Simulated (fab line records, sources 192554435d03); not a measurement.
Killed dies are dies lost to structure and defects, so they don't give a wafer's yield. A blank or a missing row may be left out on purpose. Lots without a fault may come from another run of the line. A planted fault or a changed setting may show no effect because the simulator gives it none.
fab line records | flow n5_finfet
record lots=10 wafers=30 last_day=18
route steps=1938 shown HKMG_FIN@438 PASSIVATION@1936
lots that met no fault: from a run of the same line without faults
start_h: hours from the record's first day to the start of the lot's first wafer shown | wait_h: hours since the lot's step before | " the same as in the row above | L1.1+2: a row that stands for several wafers | - no value, or no start given | * or withheld: withheld | < > ~ a bound
route shown NAME@n: a module of which the file shows steps, and the number in the route of the first | usual: mean/standard deviation of fault-free wafers | same: alike in all rows | chamber/n: place in a boat | sites: the reading at each site | _std_site: their standard deviation | _edge_site: outer sites' mean less inner sites' | radius_mm: how far each site lies from the wafer's centre | mask NAME#n: copy n | behind: the tool/chamber that last shaped the wafer | hold: why the lot was held/for how many hours/how that ended | device: the transistor (n, p or np) that didn't switch | end of line: the same wafers' tests at the end of the route | a step without rows: its recipe alone | killed: dies lost to structure and defects at the first sort, not the wafer's yield | map: a wafer's dies, x killed, . not, _ none there
set.NAME: the setting as run; set.NAME@STEP: as run at that earlier step | model.NAME: the simulator's own value behind a step, which no gauge read
steps of the route over a sample of lots; a table a step, a row a wafer
services: from which hour (start_h, from the record's first day; less than 0 if before it) a tool's chamber was out of use, for how many hours, and why
## steps
# step N5_HKMG_FIN_ETCH_35
# recipe chemistry=N2/H2 target=SOC target_depth_a=2158 ion_energy_ev=65 bias_w=5 source_w=3000 time_s=243.4 pressure_mtorr=30 n2_flow_sccm=200 h2_flow_sccm=200
# usual drypump_motor_current_A=5.7/0.41 oes_product_au=0.77/0.1 rf_vpp_V=141.4/1.2 showerhead_plenum_p_Torr=2.54/0.11 throttle_valve_pct=17.84/0.24
# columns lot.wafer tool chamber start_h wait_h drypump_motor_current_A oes_product_au rf_hours_counter_h rf_vpp_V showerhead_plenum_p_Torr throttle_valve_pct
L919.1 rie_diel-02 1 92.32 0.0 5.9 0.67 237 142.2 2.63 18.09
L919.4 " 2 " " 5.6 0.71 204 141.0 2.54 18.11
L919.6 " 1 " " 5.9 0.66 - 142.0 2.63 18.10
L923.1 rie_diel-05 2 110.87 0.0 5.4 0.74 148 140.0 2.33 17.69
L923.2 " 0 " " 5.1 0.71 243 140.1 2.63 17.83
L923.3 " 1 " " 6.1 0.76 132 141.7 2.65 17.84
L924.2 rie_diel-02 3 120.75 0.0 6.6 0.69 187 140.2 2.53 17.79
L924.4 " 0 " " 6.1 0.70 188 140.9 2.43 17.73
L924.6 " 2 " " 5.6 0.70 - 141.7 2.53 18.13
L925.2 rie_diel-05 0 126.81 0.0 5.1 0.70 248 142.7 2.62 17.85
L925.3 " 2 " " 5.5 0.73 154 139.7 2.33 17.70
L925.6 " 0 " " 5.1 0.71 - 142.2 2.62 17.83
L928.4 rie_diel-04 2 150.23 0.1 5.3 0.69 - 141.7 2.54 18.36
L928.5 " 1 " " 5.4 0.69 - 141.6 2.63 17.70
L928.6 " 0 " " 5.6 0.88 - 142.3 2.72 17.91
L930.1 rie_diel-04 2 158.40 0.0 5.3 0.68 231 141.6 2.53 18.35
L930.2 " 3 " " 6.0 0.97 1 140.6 2.48 17.27
L930.3 " 0 " " 5.6 0.88 41 141.9 2.72 17.90
L931.1 rie_diel-02 3 161.99 0.0 6.5 0.66 206 141.3 2.53 17.83
L931.2 " 0 " " 6.1 0.70 206 141.6 2.43 17.77
L931.3 " 1 " " 5.9 0.94 3 142.4 2.62 17.64
L935.2 rie_diel-02 3 189.04 0.0 6.6 0.66 212 139.7 2.52 17.83
L935.4 " 1 " " 5.9 0.91 14 142.4 2.62 17.65
L935.6 " 2 " " 5.6 0.69 - 142.1 2.52 18.19
L937.1 rie_diel-02 2 197.27 0.0 5.6 0.68 247 140.8 2.52 18.19
L937.2 " 0 " " 6.2 0.68 220 142.4 2.42 17.79
L937.3 " 1 " " 5.9 0.89 17 142.7 2.62 17.66
L940.2 rie_diel-05 0 214.04 0.0 5.1 0.93 21 141.7 2.61 17.39
L940.4 " 1 " " 6.2 0.73 - 142.9 2.63 17.90
L940.5 " 2 " " 5.5 0.71 - 141.0 2.32 17.77
# step N5_HKMG_FIN_ETCH_86
# recipe chemistry=N2/H2 target=SOC target_depth_a=3932 stop_on=TiN ion_energy_ev=100 bias_w=61 pressure_mtorr=30 source_w=850 n2_flow_sccm=200 h2_flow_sccm=200
# usual drypump_motor_current_A=5.8/0.41 oes_product_au=0.76/0.098 rf_vpp_V=240.5/1.6 showerhead_plenum_p_Torr=2.55/0.11 throttle_valve_pct=17.82/0.28
# columns lot.wafer tool chamber start_h wait_h drypump_motor_current_A oes_product_au rf_hours_counter_h rf_vpp_V showerhead_plenum_p_Torr throttle_valve_pct
L919.1 rie_diel-04 2 93.34 - 5.3 0.70 203 240.1 2.55 18.29
L919.4 " 1 " " 5.5 0.71 195 241.5 2.64 17.64
L919.6 " 2 " " 5.3 0.71 - 242.0 2.55 18.27
L923.1 rie_diel-05 1 111.97 - 6.1 0.77 133 242.7 2.65 17.80
L923.2 " 2 " " 5.5 0.74 148 237.2 2.33 17.65
L923.3 " 0 " " 5.1 0.69 243 242.5 2.63 17.81
L924.2 rie_diel-04 2 121.91 - 5.3 0.70 214 239.8 2.54 18.30
L924.4 " 1 " " 5.5 0.70 - 241.5 2.63 17.66
L924.6 " 0 " " 5.6 0.90 - 242.2 2.73 17.84
L925.2 rie_diel-02 0 127.89 - 6.1 0.70 191 238.8 2.43 17.72
L925.3 " 2 " " 5.6 0.70 219 240.6 2.53 18.10
L925.6 " 0 " " 6.1 0.70 - 237.9 2.43 17.72
L928.4 rie_diel-02 0 151.27 - 6.1 0.69 - 239.4 2.43 17.74
L928.5 " 3 " " 6.6 0.70 - 241.9 2.53 17.79
L928.6 " 2 " " 5.6 0.69 - 240.7 2.53 18.12
L930.1 rie_diel-02 3 159.61 - 6.6 0.69 205 240.9 2.53 17.78
L930.2 " 1 " " 6.0 0.97 2 241.2 2.62 17.61
L930.3 " 0 " " 6.1 0.68 205 238.4 2.43 17.74
L931.1 rie_diel-04 0 163.01 - 5.6 0.87 43 244.0 2.72 17.88
L931.2 " 2 " " 5.3 0.69 233 239.6 2.53 18.34
L931.3 " 3 " " 6.1 0.97 3 240.9 2.48 17.24
L935.2 rie_diel-04 3 190.25 - 6.1 0.93 15 241.4 2.47 17.28
L935.4 " 3 " " 6.1 0.92 - 238.7 2.47 17.26
L935.6 " 2 " " 5.3 0.68 - 239.4 2.53 18.35
L937.1 rie_diel-04 0 198.29 - 5.6 0.84 58 242.4 2.71 17.90
L937.2 " 3 " " 6.1 0.92 19 239.9 2.47 17.26
L937.3 " 2 " " 5.3 0.67 249 239.8 2.53 18.37
L940.2 rie_diel-02 1 215.06 - 5.9 0.91 25 241.6 2.61 17.65
L940.4 " 0 " " 6.1 0.67 - 238.2 2.42 17.78
L940.5 " 3 " " 6.5 0.69 - 239.5 2.52 17.82
# step N5_HKMG_FIN_ALD_71
# recipe material=TiN target_thk_a=10 temp_c=400 ald_precursor_family=TiCl4 ald_co_reactant=NH3 pulse_time_s=1 purge_time_s=3 co_reactant_purge_time_s=2 co_reactant_pulse_time_s=2 ald_cycles=47 pressure_torr=3
# usual ald_cycles=47/0 heater_power_outer_w=567/54 heater_power_w=880/77 precursor_pulse_height_rel=1.000/0.021 susceptor_temp_C=400.01/0.24
# same purge_time_s=3
# columns lot.wafer tool chamber start_h wait_h ald_cycles heater_power_outer_w heater_power_w precursor_pulse_height_rel susceptor_temp_C
L919.1 ald_metal-01 3 94.07 0.0 47 587 949 1.021 400.01
L919.4 " 0 " " 47 624 953 0.982 400.00
L919.6 " 3 " " 47 594 938 0.992 399.62
L923.1 ald_metal-02 3 112.78 0.0 47 568 890 0.982 400.32
L923.2 " 1 " " 47 493 782 1.033 400.12
L923.3 " 2 " " 47 638 939 1.000 399.97
L924.2 ald_metal-02 1 122.64 0.0 47 485 792 0.927 399.85
L924.4 " 3 " " 47 564 896 1.017 400.15
L924.6 " 2 " " 47 627 933 1.012 400.04
L925.2 ald_metal-02 2 128.63 0.0 86 629 935 0.986 400.05
L925.3 " 3 " " 86 555 874 1.031 400.17
L925.6 " 2 " " 47 635 933 1.004 400.00
L928.4 ald_metal-04 3 151.98 0.0 47 550 795 0.992 400.11
L928.5 " 3 " " 47 545 814 0.984 399.92
L928.6 " 0 " " 47 526 805 1.035 399.83
L930.1 ald_metal-02 3 160.34 0.0 47 573 888 1.014 399.95
L930.2 " 2 " " 86 618 937 0.996 400.38
L930.3 " 1 " " 86 483 779 1.005 399.68
L931.1 ald_metal-01 1 163.75 0.0 47 544 875 1.016 400.16
L931.2 " 0 " " 47 626 982 1.010 399.99
L931.3 " 3 " " 47 575 926 1.001 400.30
L935.2 ald_metal-01 1 190.98 0.0 47 548 880 0.980 399.87
L935.4 " 2 " " 47 667 1037 0.999 400.22
L935.6 " 3 " " 47 563 950 1.032 400.34
L937.1 ald_metal-01 3 199.03 0.0 47 569 923 0.996 400.26
L937.2 " 2 " " 47 657 1009 1.015 400.14
L937.3 " 0 " " 47 619 926 0.992 400.29
L940.2 ald_metal-02 2 215.85 0.0 47 633 936 0.957 399.77
L940.4 " 0 " " 47 497 815 1.011 400.05
L940.5 " 2 " " 47 632 952 0.973 399.90
# step N5_HKMG_FIN_STRIP_90
# recipe chemistry=N2/H2 material=SOC time_s=20 power_w=500 temp_c=40 pressure_mtorr=50 rf_frequency_hz=6e+07 bias_power_w=8 h2_frac=0.5 n2_flow_sccm=300 h2_flow_sccm=300
# usual drypump_motor_current_A=5.8/0.39 oes_product_au=0.76/0.11 rf_vpp_V=54.2/0.92 showerhead_plenum_p_Torr=3.37/0.13 temp_c=40.01/0.098 throttle_valve_pct=19.1/0.4
# columns lot.wafer tool chamber start_h wait_h drypump_motor_current_A oes_product_au rf_hours_counter_h rf_vpp_V showerhead_plenum_p_Torr temp_c throttle_valve_pct
L919.1 rie_diel-02 3 94.47 0.0 6.6 0.70 177 53.9 3.35 40.15 19.4
L919.4 " 1 " " 6.0 0.66 238 54.7 3.47 40.08 19.5
L919.6 " 0 " " 6.2 0.72 - 54.0 3.22 39.99 18.8
L923.1 rie_diel-02 3 113.18 0.0 6.6 0.70 184 51.6 3.35 40.08 19.4
L923.2 " 2 " " 5.6 0.71 213 53.6 3.35 40.03 19.3
L923.3 " 1 " " 6.0 0.66 245 54.6 3.46 39.87 19.5
L924.2 rie_diel-02 2 123.12 0.0 5.6 0.71 218 53.1 3.34 40.02 19.3
L924.4 " 3 " " 6.6 0.69 189 54.0 3.35 39.89 19.4
L924.6 " 3 " " 6.6 0.68 - 56.0 3.35 40.16 19.4
L925.2 rie_diel-04 2 129.03 0.0 5.3 0.69 217 55.3 3.35 39.92 19.9
L925.3 " 1 " " 5.5 0.71 204 54.7 3.47 39.86 18.8
L925.6 " 0 " " 5.6 0.90 - 53.0 3.59 40.09 19.0
L928.4 rie_diel-02 0 152.49 0.0 6.2 0.71 - 55.2 3.21 40.22 18.8
L928.5 " 2 " " 5.6 0.70 - 54.0 3.34 39.92 19.3
L928.6 " 3 " " 6.6 0.68 - 53.5 3.34 40.01 19.5
L930.1 rie_diel-05 2 160.74 0.0 5.5 0.72 166 51.9 3.08 39.95 18.7
L930.2 " 0 " " 5.1 1.02 2 53.9 3.46 40.07 18.5
L930.3 " 1 " " 6.1 0.75 150 54.1 3.48 40.06 18.9
L931.1 rie_diel-04 3 164.33 0.0 6.1 0.96 4 53.5 3.28 40.09 18.5
L931.2 " 1 " " 5.5 0.70 219 53.5 3.46 39.87 18.8
L931.3 " 2 " " 5.3 0.69 234 52.9 3.34 40.01 19.9
L935.2 rie_diel-02 2 191.47 0.0 5.6 0.70 245 54.9 3.33 40.18 19.4
L935.4 " 1 " " 5.9 0.89 15 54.1 3.45 39.99 19.2
L935.6 " 1 " " 5.9 0.89 - 54.7 3.45 40.09 19.1
L937.1 rie_diel-02 1 199.46 0.0 5.9 0.89 18 52.8 3.45 39.97 19.1
L937.2 " 3 " " 6.6 0.67 215 53.0 3.33 40.02 19.5
L937.3 " 0 " " 6.2 0.69 221 53.9 3.20 40.12 18.8
L940.2 rie_diel-05 2 216.35 0.0 5.5 0.70 189 53.2 3.07 39.99 18.8
L940.4 " 0 " " 5.2 0.95 23 54.7 3.45 39.99 18.6
L940.5 " 2 " " 5.5 0.70 - 53.6 3.07 40.02 18.8
# step N5_PASSIVATION_PROBE_49
# usual killed_at_M0_to_M3=34/11 killed_at_M4_up=13/5.2 killed_at_contacts=13/6.3 killed_at_front_end=40/14 killed_at_other=3.2/2.4 killed_dies=104/19 killed_open=69/14 killed_short=32/7.5
# same gross_dies=1180 killed_at_back_side=0
# columns lot.wafer tool chamber start_h wait_h killed_at_M0_to_M3 killed_at_M4_up killed_at_contacts killed_at_front_end killed_at_other killed_dies killed_open killed_short
L924.2 prober-02 - 303.68 0.1 32 6 14 25 3 80 54 26
L924.4 prober-02 - 303.78 0.2 26 7 17 24 4 78 54 21
L924.6 prober-02 - 303.88 0.3 23 13 26 44 6 112 76 35
L931.1 prober-02 - 347.40 0.0 39 13 5 64 4 125 90 32
L931.2 prober-02 - 347.45 0.1 49 5 7 88 5 154 99 53
L931.3 prober-02 - 347.50 0.1 62 12 3 44 6 127 80 42
# killed by level:class
L924.2 MOL_CONTACT_COAG:geometric_particle:open=12 STI_FIN_REVEAL:geometric_particle:open=9 BEOL_M0_SAQP:geometric_particle:open=9 BEOL_M0_SAQP:geometric_particle:short=8 BEOL_M3:geometric_particle:open=8 BEOL_M1:geometric_particle:open=3 STARTING-WAFER:geometric_particle:open=3 FIN_SAQP:geometric_particle:short=2
L924.4 MOL_CONTACT_COAG:geometric_particle:open=15 STI_FIN_REVEAL:geometric_particle:open=8 BEOL_M1:geometric_particle:open=6 BEOL_M2:geometric_particle:open=6 BEOL_M0_SAQP:geometric_particle:short=4 BEOL_M0_SAQP:geometric_particle:open=4 BEOL_M3:geometric_particle:open=4 ZERO_LAYER:coat_microbubble_printed=3
L924.6 STI_FIN_REVEAL:geometric_particle:open=19 MOL_CONTACT_COAG:geometric_particle:open=19 MOL_CONTACT_COAG:geometric_particle:short=7 STI_FIN_REVEAL:geometric_particle:short=6 BEOL_M0_SAQP:geometric_particle:short=5 SPACER0:geometric_particle:open=4 BEOL_M4:geometric_particle:open=4 BEOL_M3:geometric_particle:open=4
L931.1 FIN_SAQP:geometric_particle:open=22 BEOL_M0_SAQP:geometric_particle:open=14 STI_FIN_REVEAL:geometric_particle:open=11 BEOL_M3:geometric_particle:open=9 GATE_CUT:geometric_particle:short=7 BEOL_M0_SAQP:geometric_particle:short=6 MOL_CONTACT_COAG:geometric_particle:open=5 ILD0:geometric_particle:open=5
L931.2 STI_FIN_REVEAL:geometric_particle:open=31 FIN_SAQP:geometric_particle:open=15 FIN_SAQP:geometric_particle:short=14 BEOL_M0_SAQP:geometric_particle:open=13 BEOL_M0_SAQP:geometric_particle:short=13 BEOL_M2:geometric_particle:open=10 STI_FIN_REVEAL:geometric_particle:short=7 BEOL_M1:geometric_particle:open=6
L931.3 BEOL_M0_SAQP:geometric_particle:short=21 BEOL_M0_SAQP:geometric_particle:open=19 FIN_SAQP:geometric_particle:open=10 STI_FIN_REVEAL:geometric_particle:open=10 BEOL_M4:geometric_particle:open=9 BEOL_M2:geometric_particle:open=8 FIN_SAQP:geometric_particle:short=5 BEOL_M1:geometric_particle:open=4
## services
# columns tool chamber start_h hours kind
rie_diel-04 1 84.16 5.7 repair
ald_metal-02 - 90.28 6.0 pm
ald_metal-01 0 97.94 5.1 repair
rie_diel-04 3 117.89 - clean
ald_metal-02 - 118.81 1.0 repair
ald_metal-01 - 131.39 28.1 pm
rie_diel-02 1 136.01 - clean
rie_diel-02 1 136.01 - consumable_replace:focus_ring
rie_diel-02 1 136.01 16.5 scheduled_down
rie_diel-02 1 136.01 16.5 vent_cycle
rie_diel-05 - 138.50 4.3 pm
rie_diel-04 3 143.18 13.8 repair
ald_metal-02 0 147.49 20.1 repair
rie_diel-05 - 164.14 0.3 repair
rie_diel-05 - 171.64 2.2 repair
rie_diel-02 3 173.21 5.4 repair
rie_diel-04 1 175.48 62.1 repair
rie_diel-05 3 201.47 13.7 repair
ald_metal-01 - 203.65 0.5 repair
ald_metal-04 - 204.95 0.5 repair
rie_diel-02 2 205.13 - clean
rie_diel-02 2 205.13 - consumable_replace:focus_ring
rie_diel-02 2 205.13 22.7 scheduled_down
rie_diel-02 2 205.13 22.7 vent_cycle
## key
first_sign step=N5_HKMG_FIN_ALD_71 reading=ald_cycles direction=up sigmas=99+ usual=* struck=*
effect none on later readings
met_at N5_HKMG_FIN_ALD_71
struck_lots L925,L930
struck_wafers L925.2,L925.3,L930.2,L930.3
tester_left_out L925,L930
not_acting_at N5_HKMG_FIN_ETCH_35,N5_HKMG_FIN_ETCH_86,N5_HKMG_FIN_STRIP_90
onset_between 122.64 128.63
fault kind=process_parameter_drift tool=ald_metal-02 chamber=- onset_h=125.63 steps=N5_HKMG_FIN_ALD_71 channel=ald_cycles offset=* shape=step end_h=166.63 scope=struck_wafers_only acts_in=* stated=*
# tester_left_out: of these lots the tester's yield and bins aren't shown, on N5 and GAA mostly nor the transistor test; their killed dies are dies lost to structure and defects alone, not to doping, threshold or leakage, so they don't give the yield
